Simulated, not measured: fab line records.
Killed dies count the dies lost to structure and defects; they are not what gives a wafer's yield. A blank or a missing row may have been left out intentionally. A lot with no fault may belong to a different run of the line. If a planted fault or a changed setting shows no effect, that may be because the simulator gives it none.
fab line records	flow n5-finfet
record lots=11	wafers=28	last-day=17
route steps=1938 shown BEOL_M7@1279
lots that met no fault: taken from a fault-free run of the same line
start-h: the number of hours between the record's first day and the start of the first shown wafer of the lot	wait-h: hours since the lot's step before	" the same as in the row above	L1.1+2: several wafers, shown together as one row	- no value, or no start was given	* or withheld: withheld	< > ~ a bound
route shown NAME@n: a module of which the file shows steps, and the number in the route of the first	usual: mean/standard deviation of fault-free wafers	same: alike in all rows	chamber/n: place in a boat	sites: each site's reading	_std_site: the standard deviation of these	_edge_site: the outer-site mean with the inner-site mean subtracted	radius-mm: for every site, how far away it sits from the centre of the wafer	mask NAME#n: copy n	behind: the most recent tool/chamber to have shaped the wafer	hold: why the lot was held/for how many hours/how that ended	device: names the non-switching transistor (n, p or np)	end of line: the tests these same wafers got at the end of their route	where a step has no rows: the recipe by itself	killed: at the first sort, the dies lost to defects and structure; wafer yield is something else	map: per-die view of a wafer (x killed, . not killed, _ where there is no die)
set.NAME: setting as actually run; set.NAME@STEP: the setting as run at that earlier step	model.NAME: the simulator's own value behind a step, which no gauge read
route steps across a sampled set of lots; one table per step, one row per wafer
services: when a tool's chamber went out of use (start-h, in hours from the record's first day, below 0 if earlier), for how many hours, and the reason
## steps
# step N5_BEOL_M7_DESCUM_16
# recipe chemistry=O2	time-s=7.9	source-power-w=50	bias-power-w=20	pressure-mtorr=20	rf-frequency-hz=2.712e+07	temp-c=40	resist=CAR-ArF	o2-flow-sccm=225
# usual drypump-motor-current-A=5.6/0.38	oes-product-au=0.77/0.086	rf-vpp-V=242.8/1.2	showerhead-plenum-p-Torr=2.07/0.074	throttle-valve-pct=20.58/0.26
lot.wafer	tool	chamber	start-h	wait-h	drypump-motor-current-A	oes-product-au	rf-hours-counter-h	rf-vpp-V	showerhead-plenum-p-Torr	throttle-valve-pct
L543.2	rie-diel-02	2	200.93	0.0	5.9	0.74	156	243.7	2.08	20.41
L543.5	"	2	"	"	5.9	0.75	-	243.6	2.08	20.40
L544.1	rie-diel-03	1	210.41	0.0	5.1	0.67	236	241.7	2.05	20.81
L544.6	"	2	"	"	5.9	0.98	-	242.3	2.06	20.61
L546.1	rie-diel-03	0	225.78	0.5	5.4	0.72	203	244.2	2.18	20.86
L546.6	"	2	"	"	5.8	0.97	-	242.8	2.06	20.61
L548.1	rie-diel-03	2	226.07	0.5	5.9	0.97	10	242.9	2.06	20.61
L548.3	"	0	"	"	5.4	0.72	203	244.1	2.18	20.86
L547.1	rie-diel-03	2	230.54	1.2	5.9	0.96	13	244.3	2.06	20.62
L547.6	"	3	"	"	5.2	0.74	-	242.2	1.99	20.58
L551.1	rie-diel-02	3	250.13	0.3	5.3	0.80	95	243.3	2.13	20.39
L551.5	"	1	"	"	5.6	0.74	-	242.5	2.00	20.76
L551.6	"	2	"	"	5.9	0.75	-	242.6	2.08	20.41
L554.1	rie-diel-02	0	261.35	0.0	5.6	0.90	18	243.2	2.15	20.13
L554.3	"	2	"	"	5.9	0.74	165	243.2	2.08	20.41
L554.4	"	1	"	"	5.6	0.75	167	242.9	2.00	20.78
L553.1	rie-diel-02	1	269.33	0.0	5.6	0.74	169	242.1	2.00	20.78
L553.2	"	2	"	"	5.9	0.73	167	241.6	2.08	20.43
L553.3	"	0	"	"	5.6	0.90	20	243.9	2.15	20.15
L563.1	rie-diel-01	2	319.63	0.0	6.1	0.71	199	243.7	2.17	20.22
L563.2	"	0	"	"	6.4	0.69	218	242.6	2.08	20.43
L563.5	"	3	"	"	6.1	0.68	-	243.6	1.99	21.16
L565.1	rie-diel-01	1	319.99	0.0	5.3	0.74	197	242.3	1.96	20.50
L565.2	"	2	"	"	6.1	0.71	200	244.3	2.17	20.21
L565.6	"	2	"	"	6.1	0.71	-	243.5	2.17	20.21
L564.1	rie-diel-03	1	340.36	0.2	5.1	0.92	23	242.0	2.04	20.52
L564.2	"	3	"	"	5.2	0.71	202	240.3	1.98	20.62
L564.5	"	3	"	"	5.2	0.71	-	240.6	1.98	20.62
# step N5_BEOL_M7_HM_OPEN_17
# recipe chemistry=Cl2/BCl3	target-depth-a=200	overetch-a=60	target=TiN	mask-material=SOC	ion-energy-ev=150	pressure-mtorr=10	icp-w=1000	bias-w=126	Cl2_flow_sccm=53.25	bcl3-flow-sccm=21.75	Ar_flow_sccm=25
# usual drypump-motor-current-A=5.9/0.35	oes_ar_750_au=0.75/0.048	oes-product-au=0.64/0.06	throttle-valve-pct=22.1/0.37
lot.wafer	tool	chamber	start-h	wait-h	drypump-motor-current-A	oes_ar_750_au	oes-product-au	rf-hours-counter-h	throttle-valve-pct
L543.2	rie-metal-01	1	201.21	0.0	5.5	0.79	0.68	29	21.8
L543.5	"	0	"	"	5.7	0.65	0.55	-	22.4
L544.1	rie-metal-02	0	210.69	0.0	5.9	0.85	0.80	3	21.9
L544.6	"	1	"	"	5.5	0.78	0.66	-	22.2
L546.1	rie-metal-01	0	226.05	0.0	5.7	0.65	0.56	103	22.4
L546.6	"	1	"	"	5.5	0.78	0.68	-	21.8
L548.1	rie-metal-03	1	226.35	0.0	6.4	0.73	0.60	71	21.5
L548.3	"	1	"	"	6.4	0.73	0.60	-	21.5
L547.1	rie-metal-03	1	230.82	0.0	6.4	0.73	0.59	72	21.5
L547.6	"	0	"	"	6.2	0.77	0.67	-	22.5
L551.1	rie-metal-01	1	250.41	0.0	5.5	0.78	0.67	34	21.8
L551.5	"	1	"	"	5.4	0.78	0.66	-	21.8
L551.6	"	0	"	"	5.7	0.65	0.54	-	22.5
L554.1	rie-metal-01	1	261.63	0.0	5.5	0.78	0.65	34	21.8
L554.3	"	0	"	"	5.7	0.65	0.55	-	22.4
L554.4	"	1	"	"	5.5	0.78	0.66	-	21.8
L553.1	rie-metal-02	0	269.61	0.0	5.8	0.81	0.75	9	21.9
L553.2	"	1	"	"	5.5	0.76	0.63	58	22.2
L553.3	"	0	"	"	5.8	0.81	0.74	-	22.0
L563.1	rie-metal-02	1	319.91	0.0	5.5	0.74	0.63	63	22.2
L563.2	"	0	"	"	5.8	0.79	0.73	14	21.9
L563.5	"	0	"	"	5.8	0.79	0.74	-	21.9
L565.1	rie-metal-02	1	320.27	0.0	5.5	0.74	0.64	63	22.2
L565.2	"	0	"	"	5.8	0.79	0.73	14	21.9
L565.6	"	0	"	"	5.8	0.78	0.74	-	21.9
L564.1	rie-metal-03	1	340.64	0.0	6.4	0.71	0.58	82	21.5
L564.2	"	0	"	"	6.2	0.75	0.66	47	22.5
L564.5	"	0	"	"	6.2	0.75	0.67	-	22.5
# step N5_BEOL_M7_OVL_MEAS_29
# recipe points-per-wafer=522
# usual V6_OVL=-0.4/0.68
lot.wafer	tool	chamber	start-h	wait-h	V6_OVL[nm]
L543.2	overlay-02	0	204.77	0.0	-0.4
L543.5	"	0	"	"	-0.6
L544.1	overlay-01	0	214.21	0.0	-0.1
L544.6	"	0	"	"	-1.2
L548.1	overlay-01	0	228.14	0.0	-0.4
L548.3	"	0	"	"	-0.6
L546.1	overlay-01	0	228.24	0.0	-1.3
L546.6	"	0	"	"	-0.7
L547.1	overlay-01	0	232.41	0.0	-0.5
L547.6	"	0	"	"	-0.8
L551.1	overlay-01	0	251.82	0.0	1.5
L551.5	"	0	"	"	1.2
L551.6	"	0	"	"	0.4
L554.1	overlay-01	0	262.27	0.0	-0.2
L554.3	"	0	"	"	-0.4
L554.4	"	0	"	"	-0.8
L553.1	overlay-01	0	271.70	0.0	0.3
L553.2	"	0	"	"	0.2
L553.3	"	0	"	"	0.6
L563.1	overlay-01	0	322.56	0.0	0.8
L563.2	"	0	"	"	-1.1
L563.5	"	0	"	"	0.5
L565.1	overlay-01	0	322.64	0.0	0.2
L565.2	"	0	"	"	0.2
L565.6	"	0	"	"	-0.3
L564.1	overlay-02	0	343.28	0.0	-1.0
L564.2	"	0	"	"	0.2
L564.5	"	0	"	"	0.0
# step N5_BEOL_M7_VIA_ETCH_34
# recipe chemistry=C4F6/O2	target=SiCOH_lowk	target-depth-a=1255	mask-material=SOC	taper-deg=4	time-s=50.5	ion-energy-ev=250	pressure-mtorr=30	source-w=345	bias-w=185	Ar_flow_sccm=300	C4F6_flow_sccm=10	O2_flow_sccm=10
# usual bias-w=185.0/0.56	drypump-motor-current-A=5.6/0.41	oes_ar_750_au=0.77/0.082	oes-product-au=0.77/0.092	rf-vpp-V=663/16	showerhead-plenum-p-Torr=2.80/0.086	throttle-valve-pct=20.97/0.27
lot.wafer	tool	chamber	start-h	wait-h	bias-w	drypump-motor-current-A	oes_ar_750_au	oes-product-au	rf-hours-counter-h	rf-vpp-V	showerhead-plenum-p-Torr	throttle-valve-pct
L543.2	rie-diel-03	2	205.04	0.0	185.3	5.8	0.99	1.01	3	650	2.75	20.79
L543.5	"	0	"	"	185.5	5.4	0.73	0.73	-	674	2.93	21.12
L544.1	rie-diel-03	0	214.87	0.0	184.2	5.4	0.73	0.73	199	674	2.93	21.14
L544.6	"	2	"	"	185.7	5.9	0.98	0.99	-	649	2.75	20.81
L548.1	rie-diel-01	0	229.29	0.0	184.1	6.4	0.75	0.73	188	683	2.81	20.62
L548.3	"	2	"	"	184.5	6.1	0.73	0.73	172	666	2.93	20.54
L546.1	rie-diel-03	0	229.54	0.0	185.5	5.4	0.72	0.73	205	673	2.93	21.14
L546.6	"	1	"	"	185.7	5.1	0.67	0.66	-	656	2.80	21.36
L547.1	rie-diel-03	0	232.68	0.0	184.9	5.3	0.73	0.72	206	674	2.92	21.14
L547.6	"	0	"	"	185.2	5.4	0.72	0.72	-	673	2.93	21.13
L551.1	rie-diel-02	1	252.20	0.0	184.5	5.6	0.77	0.75	165	650	2.74	21.22
L551.5	"	3	"	"	185.5	5.4	0.79	0.81	-	674	2.87	20.74
L551.6	"	0	"	"	185.1	5.6	0.90	0.92	-	672	2.93	20.67
L554.1	rie-diel-02	0	262.86	0.0	184.4	5.6	0.89	0.90	19	672	2.93	20.66
L554.3	"	1	"	"	184.3	5.6	0.76	0.75	168	651	2.73	21.24
L554.4	"	3	"	"	185.3	5.4	0.80	0.81	98	675	2.87	20.75
L553.1	rie-diel-02	0	271.97	0.0	184.8	5.6	0.89	0.90	21	672	2.93	20.67
L553.2	"	1	"	"	173.2	5.6	0.76	0.74	170	615	2.73	21.23
L553.3	"	2	"	"	184.8	5.9	0.72	0.73	168	661	2.85	21.02
L563.1	rie-diel-01	2	323.10	0.0	184.5	6.2	0.71	0.70	200	667	2.91	20.58
L563.2	"	1	"	"	184.1	5.3	0.72	0.72	198	693	2.69	21.02
L563.5	"	0	"	"	185.4	6.4	0.72	0.71	-	682	2.79	20.67
L565.1	rie-diel-01	2	323.50	0.0	185.5	6.1	0.71	0.70	201	666	2.91	20.56
L565.2	"	0	"	"	184.9	6.4	0.72	0.71	219	683	2.79	20.65
L565.6	"	2	"	"	185.5	6.1	0.72	0.70	-	667	2.91	20.57
L564.1	rie-diel-01	3	343.55	0.0	185.0	6.1	0.71	0.68	250	645	2.68	21.47
L564.2	"	1	"	"	185.5	5.3	0.72	0.73	204	691	2.69	21.06
L564.5	"	0	"	"	185.8	6.4	0.71	0.70	-	682	2.79	20.64
## services
tool	chamber	start-h	hours	kind
rie-diel-01	1	197.73	6.1	repair
rie-diel-01	1	210.44	1.8	repair
rie-diel-02	-	212.13	28.1	pm
rie-metal-03	1	218.36	1.4	repair
rie-diel-03	1	245.77	-	clean
rie-diel-03	1	245.77	-	consumable-replace:focus-ring
rie-diel-03	1	245.77	18.5	scheduled-down
rie-diel-03	1	245.77	18.5	vent-cycle
rie-metal-01	-	252.55	4.3	pm
rie-metal-01	1	259.54	2.0	repair
rie-diel-02	1	285.26	2.9	repair
rie-diel-02	2	311.15	15.1	repair
rie-diel-03	2	315.58	9.5	repair
rie-metal-02	-	315.71	0.9	repair
rie-metal-01	0	333.53	-	clean
rie-metal-01	0	333.53	24.6	scheduled-down
rie-metal-01	0	333.53	24.6	vent-cycle
## key
first-sign step=N5_BEOL_M7_VIA_ETCH_34	reading=bias-w	direction=down	sigmas=21	usual=*	struck=*
effect step=N5_BEOL_M7_VIA_ETCH_34	reading=rf-vpp-V	direction=down	sigmas=3	usual=663	struck=615
met-at N5_BEOL_M7_VIA_ETCH_34
struck-lots L553
struck-wafers L553.2
not-acting-at N5_BEOL_M7_DESCUM_16,N5_BEOL_M7_HM_OPEN_17,N5_BEOL_M7_OVL_MEAS_29
onset-between 262.86 271.97
fault kind=process-parameter-drift	tool=rie-diel-02	chamber=1	onset-h=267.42	steps=N5_BEOL_M7_VIA_ETCH_34	channel=bias-w	offset=*	shape=step	end-h=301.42	acts-in=*	stated=*
